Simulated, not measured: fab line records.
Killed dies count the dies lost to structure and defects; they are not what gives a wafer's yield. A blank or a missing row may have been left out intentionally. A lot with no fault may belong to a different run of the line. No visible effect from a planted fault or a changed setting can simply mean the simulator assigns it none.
Matching of chambers + flow nand-harc + ald-hk-02 running NHARC_A_CHANNEL_FILL_D1_ALD_14: 4 sister chambers
The step deposits SiO2, target thk 2.5 nm, pulse time 10 s, ald cycles 25. 4 wafers are shown with their chamber, then 7 later ones without.

WAFERS PAIRED WITH THEIR CHAMBERS
| wafer  | chamber | heater-power-w (W) |
|--------|---------|--------------------|
| L643.3 | 2       | 484                |
| L643.6 | 0       | 366                |
| L645.1 | 1       | 541                |
| L645.2 | 3       | 517                |

WAFERS MISSING THEIR CHAMBER
| wafer  | heater-power-w (W) |
|--------|--------------------|
| L645.3 | 356                |
| L649.1 | 568                |
| L649.2 | 508                |
| L649.3 | 462                |
| L650.1 | 511                |
| L650.3 | 358                |
| L650.4 | 467                |

CHAMBER TAKEN BY EACH
| wafer  | from the rows above          | in truth |
|--------|------------------------------|----------|
| L645.3 | 0                            | 0        |
| L649.1 | can't be placed: 1 or 3      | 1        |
| L649.2 | can't be placed: 3 or 2 or 1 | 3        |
| L649.3 | 2                            | 2        |
| L650.1 | can't be placed: 3 or 2 or 1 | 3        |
| L650.3 | 0                            | 0        |
| L650.4 | 2                            | 2        |
Correct placement for 4 of the 7. Cannot be placed on the basis of these rows: 3; the candidates contain the true chamber in 3. Number placed wrongly: 0.
How it was worked out, from the rows above alone: a wafer's distance from a chamber is the root of the sum, over the readings, of the square of ((its reading less the chamber's mean) divided by the reading's scatter). If the next closest chamber is less than 2 further off than the closest, the wafer can't be placed; otherwise it belongs to the closest. Each chamber's mean is taken over the wafers shown for it. The scatter: root of mean squared gap, hidden wafer to nearest shown wafer, with one shown wafer a chamber.
